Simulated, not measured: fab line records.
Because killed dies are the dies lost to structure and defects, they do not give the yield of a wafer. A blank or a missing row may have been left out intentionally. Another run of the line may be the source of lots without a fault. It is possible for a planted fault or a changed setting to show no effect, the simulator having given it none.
Matching of chambers | flow n5 finfet | 4 sister chambers for N5_BEOL_M3_STRIP_36 on rie diel-03
The step strips in N2/H2. 4 wafers are shown with their chamber, then 11 later ones without.

== WAFERS PAIRED WITH THEIR CHAMBERS ==
wafer  | chamber | drypump motor current A (A)
L090.4 | 0       | 5.6
L091.2 | 3       | 6.6
L091.6 | 1       | 5.9
L092.3 | 2       | 5.2

== WAFERS MISSING THEIR CHAMBER ==
wafer  | drypump motor current A (A)
L092.5 | 5.5
L092.6 | 5.9
L094.1 | 5.3
L094.2 | 5.5
L094.4 | 5.9
L097.4 | 5.6
L097.5 | 6.6
L097.6 | 5.2
L096.2 | 5.9
L096.3 | 5.3
L096.5 | 5.3

== EACH ONE'S CHAMBER ==
wafer  | from the rows above | in truth
L092.5 | 0                   | 0
L092.6 | 1                   | 1
L094.1 | 2                   | 2
L094.2 | 0                   | 0
L094.4 | 1                   | 1
L097.4 | 0                   | 0
L097.5 | 3                   | 3
L097.6 | 2                   | 2
L096.2 | 1                   | 1
L096.3 | 2                   | 2
L096.5 | 2                   | 2
11 of 11 placed correctly. Can't be placed from these rows: 0. Wrongly placed: 0.
How it was worked out, from the rows above alone: a wafer's distance from a chamber is the root of the sum, over the readings, of the square of ((its reading less the chamber's mean) divided by the reading's scatter). If the next closest chamber is less than 2 further off than the closest, the wafer can't be placed; otherwise it belongs to the closest. For every chamber, the mean is computed from those of its wafers that are shown. The scatter: root of mean squared gap, hidden wafer to nearest shown wafer, with one shown wafer a chamber.
